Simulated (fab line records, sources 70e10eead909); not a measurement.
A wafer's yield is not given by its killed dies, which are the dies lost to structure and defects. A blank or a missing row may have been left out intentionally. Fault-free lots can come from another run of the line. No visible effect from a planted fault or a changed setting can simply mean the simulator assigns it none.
fab line records	flow nand_harc
record: lots: 7	wafers: 19	last_day: 33
route steps=1302 shown A_CHANNEL_FILL_D1@507 A_DECK1_JOINT@518 END@1302
lots that met no fault: taken from a fault-free run of the same line
start_h: hours from the record's opening day to when the first of the lot's shown wafers began	wait_h: time in hours since the lot's previous step	" same as the row above	L1.1+2: a single row standing in for several wafers	- no value present, or no start provided	* or withheld: withheld	< > ~ a bound
route shown NAME@n: a module of which the file shows steps, and the number in the route of the first	usual: average and standard deviation across the fault-free wafers	same: alike in all rows	chamber/n: place in a boat	sites: per-site readings	_std_site: how widely they spread, as a standard deviation	_edge_site: outer sites' mean less inner sites'	radius_mm: how far each site lies from the wafer's centre	mask NAME#n: copy n	behind: tool/chamber where the wafer was last shaped	hold: why the lot was held/for how many hours/how that ended	device: the n, p or np transistor that did not switch	end of line: the tests these same wafers got at the end of their route	for a step that has no rows: nothing shown but its recipe	killed: at the first sort, the dies lost to defects and structure; wafer yield is something else	map: per-die view of a wafer (x killed, . not killed, _ where there is no die)
set.NAME: setting as actually run; set.NAME@STEP: the setting as run at that earlier step	model.NAME: the simulator's own value behind a step, which no gauge read
a table for each step, a row for each wafer; lots at some steps of the route
services: when a tool's chamber went out of use (start_h, in hours from the record's first day, below 0 if earlier), for how many hours, and the reason
== steps ==
step: NHARC_A_CHANNEL_FILL_D1_ALD_25
recipe: target_thk_a: 600	pulse_time_s: 10	ald_cycles: 600	temp_c: 300	material: SiOx
usual: heater_power_w: 449/47	precursor_pulse_height_rel: 1.000/0.021
same: ald_cycles: 600
lot.wafer	tool	chamber	start_h	wait_h	heater_power_w	precursor_pulse_height_rel
L183.3	ald_hk-04	0	236.57	0.1	393	1.007
L183.5	"	0	239.02	2.5	390	1.013
L183.6	"	1	"	"	487	0.963
L196.2	ald_hk-01	1	364.23	0.1	509	1.004
L196.1	"	3	365.46	1.3	350	1.006
L196.4	"	0	"	"	461	0.999
L197.1	ald_hk-01	0	382.85	1.9	445	1.001
L197.5	"	1	"	"	518	1.035
L198.1	ald_hk-04	0	390.63	1.9	399	1.013
L198.6	"	1	"	"	483	0.986
L200.3	ald_hk-04	1	399.16	0.7	462	0.988
L200.1	"	2	"	"	422	1.013
L200.2	"	3	"	"	475	0.997
L201.2	ald_hk-04	0	421.25	0.1	410	1.033
L201.5	"	0	423.71	2.5	399	1.026
L201.6	"	1	"	"	463	0.961
L205.1	ald_hk-04	2	461.11	0.7	452	1.004
L205.4	"	3	"	"	464	0.991
L205.6	"	1	462.94	2.5	453	1.012
step: NHARC_A_CHANNEL_FILL_D1_ETCHBACK_08
recipe: target_depth_a: 2200	time_s: 110	c4f8_flow_sccm: 20	ar_flow_sccm: withheld	rf_w: 600	bias_w: 300	chemistry: C4F8
usual: oes_product_au: 0.97/0.034	rf_vpp_V: 440.9/2.5
lot.wafer	tool	chamber	start_h	wait_h	oes_product_au	rf_hours_counter_h	rf_vpp_V
L183.3	rie_diel-02	3	-	-	0.99	1.8	442.0
L183.5	"	2	"	"	0.99	-	443.0
L183.6	"	3	"	"	0.99	-	443.0
L196.4	rie_diel-02	1	-	-	0.93	10.9	437.8
L196.2	"	3	"	"	0.91	10.2	443.3
L196.1	"	0	"	"	0.93	10.9	438.2
L197.1	rie_diel-08	0	-	-	1.01	0.1	441.6
L197.5	"	0	"	"	1.00	-	439.6
L198.1	rie_diel-03	1	-	-	0.99	3.9	445.1
L198.6	"	3	"	"	1.00	-	439.5
L200.1	rie_diel-03	3	-	-	0.93	6.0	441.6
L200.3	"	1	"	"	0.93	4.8	443.2
L200.2	"	2	"	"	0.93	6.2	442.5
L201.2	rie_diel-03	2	-	-	0.93	7.5	442.8
L201.6	"	2	"	"	0.92	-	440.5
L201.5	"	3	"	"	0.92	-	439.9
L205.4	rie_diel-02	3	-	-	0.99	3.8	441.3
L205.1	"	1	"	"	0.99	3.0	436.1
L205.6	"	3	"	"	0.99	-	441.4
step: NHARC_A_CHANNEL_FILL_D1_STRIP_29
recipe: time_s: 20	o2_flow_sccm: 500	ar_flow_sccm: 0	bias_w: 0	chemistry: O2
usual: drypump_motor_current_A: 5.6/0.48	oes_product_au: 0.999/0.0086	rf_vpp_V: 57.7/0.82	showerhead_plenum_p_Torr: 3.52/0.14	throttle_valve_pct: 17.038/0.0097
lot.wafer	tool	chamber	start_h	wait_h	drypump_motor_current_A	oes_product_au	rf_hours_counter_h	rf_vpp_V	showerhead_plenum_p_Torr	throttle_valve_pct
L183.3	rie_diel-02	1	-	-	5.2	1.001	1.9	58.3	3.33	17.038
L183.5	"	0	"	"	5.7	1.000	-	56.9	3.35	17.033
L183.6	"	1	"	"	5.2	0.992	-	58.4	3.33	17.024
L196.4	rie_diel-02	3	-	-	6.3	0.995	10.2	58.5	3.59	17.041
L196.1	"	0	"	"	5.7	1.000	10.9	57.7	3.34	17.036
L196.2	"	2	"	"	5.8	0.992	8.8	58.2	3.64	17.038
L197.1	rie_diel-08	0	386.71	0.2	6.3	0.997	0.1	58.9	3.51	17.050
L197.5	"	3	"	"	5.9	1.011	-	58.3	3.74	17.029
L198.1	rie_diel-03	1	394.70	0.1	5.7	0.995	3.9	58.2	3.74	17.054
L198.6	"	3	"	"	5.7	1.006	-	57.3	3.50	17.057
L200.1	rie_diel-03	2	404.27	0.2	5.0	0.984	6.2	58.4	3.59	17.037
L200.3	"	3	"	"	5.7	1.017	6.1	56.0	3.50	17.040
L200.2	"	1	"	"	5.7	0.999	4.9	57.7	3.74	17.039
L201.2	rie_diel-03	3	-	-	5.7	1.004	7.4	58.3	3.50	17.043
L201.5	"	0	"	"	5.9	0.998	-	57.2	3.67	17.047
L201.6	"	1	"	"	5.7	1.010	-	58.8	3.74	17.037
L205.1	rie_diel-02	2	-	-	5.8	0.986	2.9	57.8	3.64	17.007
L205.4	"	3	"	"	6.3	0.990	3.9	57.7	3.59	17.034
L205.6	"	1	"	"	5.2	0.992	-	57.0	3.32	17.042
step: NHARC_A_CHANNEL_FILL_D1_PRECLEAN_30
recipe: time_s: 30	chemistry: dHF
step: NHARC_A_CHANNEL_FILL_D1_SRD_31
step: NHARC_A_CHANNEL_FILL_D1_CVD_09
recipe: target_thk_a: 1500	temp_c: 620	pressure_mtorr: 200	time_s: 3000	material: poly-Si
step: NHARC_A_CHANNEL_FILL_D1_CMP_10
recipe: target_thk_nm: 150
usual: motor_current_A: 12.0/1.3	time_to_endpoint_s: 15.5/2.2
lot.wafer	tool	chamber	start_h	wait_h	motor_current_A	time_to_endpoint_s
L183.3	cmp-02	0	247.91	0.4	10.0	15.5
L183.6	"	0	"	"	11.1	13.9
L183.5	"	1	"	"	11.3	13.7
L196.1	cmp-01	0	375.59	0.4	12.6	15.0
L196.2	"	1	"	"	13.2	14.0
L196.4	"	2	"	"	12.8	17.3
L197.1	cmp-01	1	394.10	0.4	12.8	13.4
L197.5	"	3	"	"	11.1	12.3
L198.1	cmp-02	3	400.37	0.4	11.6	16.0
L198.6	"	3	"	"	12.1	13.5
L200.2	cmp-04	0	410.51	0.4	11.4	12.3
L200.3	"	1	"	"	12.1	10.7
L200.1	"	2	"	"	14.4	15.6
L201.2	cmp-01	1	432.73	0.4	12.6	16.6
L201.6	"	0	"	"	12.9	15.8
L201.5	"	1	"	"	12.6	16.8
L205.1	cmp-01	3	471.73	0.4	10.6	14.4
L205.4	"	0	"	"	13.8	14.7
L205.6	"	0	"	"	13.8	15.9
step: NHARC_A_CHANNEL_FILL_D1_SRD_12
step: NHARC_A_CHANNEL_FILL_D1_INSPECT_13
usual: raw_defect_count: 348/140
lot.wafer	tool	chamber	start_h	wait_h	raw_defect_count
L183.3	defect_inspect-01	-	248.33	0.0	673
L183.5	"	-	"	"	376
L183.6	"	-	"	"	242
L196.1	defect_inspect-02	-	375.98	0.0	690
L196.2	"	-	"	"	262
L196.4	"	-	"	"	226
L197.1	defect_inspect-01	-	394.47	0.0	284
L197.5	"	-	"	"	480
L198.1	defect_inspect-02	-	400.78	0.0	651
L198.6	"	-	"	"	664
L200.1	defect_inspect-01	-	410.90	0.0	339
L200.2	"	-	"	"	292
L200.3	"	-	"	"	328
L201.2	defect_inspect-01	-	433.11	0.0	277
L201.5	"	-	"	"	257
L201.6	"	-	"	"	298
L205.1	defect_inspect-01	-	472.14	0.0	250
L205.4	"	-	"	"	161
L205.6	"	-	"	"	365
step: NHARC_A_DECK1_JOINT_ETCHBACK_07
recipe: target_depth_a: 1050	time_s: 26.9	hbr_flow_sccm: 150	rf_w: 350	icp_w: 350	bias_w: 60	chemistry: HBr
usual: drypump_motor_current_A: 5.69/0.28	oes_product_au: 1.003/0.011	throttle_valve_pct: 23.266/0.0092
lot.wafer	tool	chamber	start_h	wait_h	drypump_motor_current_A	oes_product_au	rf_hours_counter_h	throttle_valve_pct
L183.3	rie_si-01	0	248.39	0.1	5.82	1.006	0.3	23.292
L183.6	"	0	"	"	5.79	0.998	-	23.263
L183.5	"	1	"	"	5.92	1.008	-	23.267
L196.4	rie_si-04	0	376.04	0.1	5.52	1.016	0.1	23.273
L196.1	"	2	"	"	5.98	1.376	0.2	23.259
L196.2	"	3	"	"	5.36	0.999	0.2	23.262
L197.1	rie_si-04	1	394.57	0.1	6.10	1.394	0.3	23.260
L197.5	"	3	"	"	5.36	1.369	-	23.263
L198.1	rie_si-04	0	400.84	0.1	5.51	1.400	0.3	23.271
L198.6	"	0	"	"	5.53	1.019	-	23.266
L200.2	rie_si-06	2	410.96	0.1	5.83	1.002	1.1	23.264
L200.3	"	0	"	"	5.58	1.006	1.1	23.262
L200.1	"	1	"	"	5.56	1.011	0.8	23.267
L201.2	rie_si-01	2	433.20	0.1	5.60	0.993	0.3	23.269
L201.5	"	0	"	"	5.80	1.033	-	23.281
L201.6	"	1	"	"	5.93	1.003	-	23.269
L205.1	rie_si-04	2	472.20	0.1	5.97	0.998	0.9	23.268
L205.4	"	1	"	"	6.07	1.004	0.7	23.279
L205.6	"	3	"	"	5.37	0.991	-	23.281
step: NHARC_A_DECK1_JOINT_ETCH_25
recipe: target_depth_a: 5	chemistry: dHF	material: SiO2
step: NHARC_END_SORT_01
recipe: temp_c: 25
usual: killed_at_array: 64/16	killed_at_other: 1.0/1.1	killed_at_periphery: 3.5/2.3	killed_dies: 69/17	killed_open: 3.2/1.6	killed_short: 2.4/1.6
same: gross_dies: 677
lot.wafer	tool	chamber	start_h	wait_h	killed_at_array	killed_at_other	killed_at_periphery	killed_dies	killed_open	killed_short
L183.3	prober-01	0	577.44	3.1	87	0	10	97	2	4
L183.5	prober-01	0	579.04	3.7	82	0	4	86	3	3
L183.6	prober-01	0	579.84	4.0	80	0	6	86	1	3
L196.1	prober-02	0	707.01	2.5	34	0	9	43	1	2
L196.2	prober-02	0	707.80	2.8	38	0	8	46	4	0
L196.4	prober-02	0	709.39	3.4	47	2	5	54	1	2
L197.1	prober-01	0	724.33	2.5	55	1	4	60	4	5
L197.5	prober-01	0	727.57	3.7	53	1	3	57	2	0
L198.1	prober-02	0	724.38	2.5	70	0	6	76	4	5
L198.6	prober-02	0	728.43	4.1	55	0	2	57	1	1
L200.1	prober-01	0	751.87	2.5	38	1	0	39	3	0
L200.2	prober-01	0	752.66	2.8	28	0	4	32	2	2
L200.3	prober-01	0	753.45	3.1	34	0	1	35	2	0
L201.2	prober-01	0	763.18	2.8	81	0	3	84	6	4
L201.5	prober-01	0	765.55	3.7	71	1	1	73	6	2
L201.6	prober-01	0	766.34	4.0	77	0	4	81	3	1
killed by level:class
L183.3 A_SLIT:chamber_film_flake=29 A_CHANNEL_HOLE_D2:chamber_film_flake=26 A_CHANNEL_HOLE_D1:chamber_film_flake=22 P_GATE:chamber_film_flake=5 P_M0:chamber_film_flake=2 A_STAIRCASE:chamber_film_flake=2 A_CONTACT:chamber_film_flake=2 P_GATE:geometric_particle:open=1
L183.5 A_CHANNEL_HOLE_D1:chamber_film_flake=27 A_SLIT:chamber_film_flake=24 A_CHANNEL_HOLE_D2:chamber_film_flake=19 P_GATE:chamber_film_flake=2 A_CONTACT:chamber_film_flake=2 A_DECK1_JOINT:chamber_film_flake=2 A_STAIRCASE:chamber_film_flake=2 P_GATE:geometric_particle:open=1
L183.6 A_CHANNEL_HOLE_D2:chamber_film_flake=28 A_SLIT:chamber_film_flake=24 A_CHANNEL_HOLE_D1:chamber_film_flake=18 A_DECK1_JOINT:chamber_film_flake=3 P_GATE:chamber_film_flake=2 P_M0:chamber_film_flake=2 A_CONTACT:chamber_film_flake=2 A_CONTACT:unspecified=2
L196.1 A_CHANNEL_HOLE_D2:chamber_film_flake=22 P_BONDPAD:chamber_film_flake=5 A_CHANNEL_HOLE_D1:chamber_film_flake=5 P_M0:chamber_film_flake=4 A_CHANNEL_FILL_D1:chamber_film_flake=2 A_STAIRCASE:chamber_film_flake=2 A_ONON_D2:geometric_particle:short=1 A_CHANNEL_FILL_D2:geometric_particle:open=1
L196.2 A_CHANNEL_HOLE_D2:chamber_film_flake=20 A_CHANNEL_HOLE_D1:chamber_film_flake=7 A_SLIT:chamber_film_flake=6 P_BONDPAD:chamber_film_flake=5 A_WL_FILL:geometric_particle:open=2 P_M0:chamber_film_flake=2 A_DECK1_JOINT:geometric_particle:open=1 A_M0:geometric_particle:open=1
L196.4 A_CHANNEL_HOLE_D2:chamber_film_flake=26 A_CHANNEL_HOLE_D1:chamber_film_flake=12 A_SLIT:chamber_film_flake=4 P_M0:chamber_film_flake=3 THIN_TSV:chamber_film_flake=2 A_ONON_D1:geometric_particle:short=1 A_ONON_D2:geometric_particle:short=1 A_ONON_D2:geometric_particle:open=1
L197.1 A_CHANNEL_HOLE_D2:chamber_film_flake=23 A_CHANNEL_HOLE_D1:chamber_film_flake=12 A_CONTACT:chamber_film_flake=4 A_CHANNEL_HOLE_D2:geometric_particle:open=2 P_GATE:chamber_film_flake=2 A_STAIRCASE:chamber_film_flake=2 A_SLIT:chamber_film_flake=2 A_BONDPAD:chamber_film_flake=2
L198.1 A_SLIT:chamber_film_flake=23 A_CHANNEL_HOLE_D2:chamber_film_flake=18 A_CHANNEL_HOLE_D1:chamber_film_flake=9 P_CONTACT:chamber_film_flake=4 A_DECK1_JOINT:chamber_film_flake=4 A_STAIRCASE:chamber_film_flake=3 A_ONON_D1:geometric_particle:open=2 A_BONDPAD:chamber_film_flake=2
L197.5 A_CHANNEL_HOLE_D2:chamber_film_flake=26 A_CHANNEL_HOLE_D1:chamber_film_flake=13 A_STAIRCASE:chamber_film_flake=2 A_SLIT:chamber_film_flake=2 A_CONTACT:chamber_film_flake=2 A_BLC:chamber_film_flake=2 A_BONDPAD:chamber_film_flake=2 A_CHANNEL_HOLE_D2:geometric_particle:open=1
L198.6 A_SLIT:chamber_film_flake=22 A_CHANNEL_HOLE_D2:chamber_film_flake=15 A_CHANNEL_HOLE_D1:chamber_film_flake=5 A_CONTACT:chamber_film_flake=5 A_ZERO_WELL:chamber_film_flake=3 A_STAIRCASE:chamber_film_flake=2 A_ONON_D1:geometric_particle:short=1 A_SGD_CUT:geometric_particle:open=1
L200.1 A_CHANNEL_HOLE_D1:chamber_film_flake=14 A_CONTACT:chamber_film_flake=8 A_SLIT:chamber_film_flake=7 A_CHANNEL_HOLE_D2:chamber_film_flake=2 A_WL_FILL:chamber_film_flake=2 A_CHANNEL_FILL_D2:geometric_particle:open=1 A_CONTACT:geometric_particle:open=1 A_BLC:geometric_particle:open=1
L200.2 A_CHANNEL_HOLE_D1:chamber_film_flake=11 A_CONTACT:chamber_film_flake=5 A_CHANNEL_FILL_D2:chamber_film_flake=3 A_SLIT:chamber_film_flake=3 P_GATE:chamber_film_flake=2 A_STAIRCASE:chamber_film_flake=2 P_STI:geometric_particle:short=1 A_DECK1_JOINT:geometric_particle:open=1
L200.3 A_CHANNEL_HOLE_D1:chamber_film_flake=15 A_CONTACT:chamber_film_flake=8 A_SLIT:chamber_film_flake=5 A_M0:geometric_particle:open=1 A_M1:geometric_particle:open=1 P_STI:chamber_film_flake=1 A_ZERO_WELL:chamber_film_flake=1 A_STAIRCASE:chamber_film_flake=1
L201.2 A_CHANNEL_HOLE_D2:chamber_film_flake=27 A_CHANNEL_HOLE_D1:chamber_film_flake=22 A_SLIT:chamber_film_flake=8 A_STAIRCASE:chamber_film_flake=8 A_CONTACT:chamber_film_flake=3 A_CHANNEL_FILL_D2:geometric_particle:open=2 A_ZERO_WELL:chamber_film_flake=2 P_CONTACT:geometric_particle:short=1
L201.5 A_CHANNEL_HOLE_D2:chamber_film_flake=26 A_CHANNEL_HOLE_D1:chamber_film_flake=12 A_STAIRCASE:chamber_film_flake=8 A_SLIT:chamber_film_flake=6 A_CONTACT:chamber_film_flake=5 A_CHANNEL_FILL_D2:chamber_film_flake=3 A_CHANNEL_FILL_D2:geometric_particle:open=2 A_ZERO_WELL:chamber_film_flake=2
L201.6 A_CHANNEL_HOLE_D2:chamber_film_flake=34 A_CHANNEL_HOLE_D1:chamber_film_flake=12 A_SLIT:chamber_film_flake=9 A_STAIRCASE:chamber_film_flake=7 A_CONTACT:chamber_film_flake=5 A_ZERO_WELL:chamber_film_flake=3 A_CHANNEL_FILL_D1:chamber_film_flake=2 P_M1:chamber_film_flake=2
== services ==
tool	chamber	start_h	hours	kind
rie_diel-02	-	216.70	9.0	pm
rie_diel-03	-	217.78	1.6	repair
cmp-01	-	234.72	1.1	repair
ald_hk-04	-	256.15	10.0	pm
rie_diel-02	2	277.98	14.9	repair
rie_diel-03	-	281.45	9.0	pm
cmp-01	-	283.56	4.0	pm
rie_si-04	0	288.88	2.2	repair
rie_si-04	1	297.40	9.8	repair
rie_si-04	-	307.95	0.4	repair
rie_diel-03	1	316.79	4.0	repair
rie_diel-03	1	324.65	12.1	repair
cmp-01	-	325.49	1.1	repair
rie_si-04	-	342.00	9.0	pm
rie_diel-03	-	349.09	1.2	repair
cmp-01	-	381.56	4.0	pm
rie_diel-03	0	392.76	11.7	repair
rie_diel-02	-	393.70	9.0	pm
ald_hk-04	-	434.15	10.0	pm
rie_diel-03	1	445.42	4.8	repair
rie_diel-03	-	458.45	9.0	pm
ald_hk-04	-	466.77	2.1	repair
cmp-01	-	470.54	0.7	repair
rie_diel-02	0	471.69	5.7	repair
== key ==
first_sign: step: NHARC_A_DECK1_JOINT_ETCHBACK_07	reading: oes_product_au	direction: up	sigmas: 33	usual: 1.003	struck: 1.385
effect none on later readings
met_at NHARC_A_DECK1_JOINT_ETCHBACK_07
struck_wafers L196.1,L197.1,L197.5,L198.1
tester_left_out L196,L197,L198
fault: kind: process_parameter_drift	tool: rie_si-04	chamber: -	onset_h: 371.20	steps: NHARC_A_DECK1_JOINT_ETCHBACK_07	channel: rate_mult	offset: 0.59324	shape: step	end_h: 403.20	scope: struck_wafers_only
tester_left_out: of these lots the tester's yield and bins aren't shown, on N5 and GAA mostly nor the transistor test; their killed dies are dies lost to structure and defects alone, not to doping, threshold or leakage, so they don't give the yield
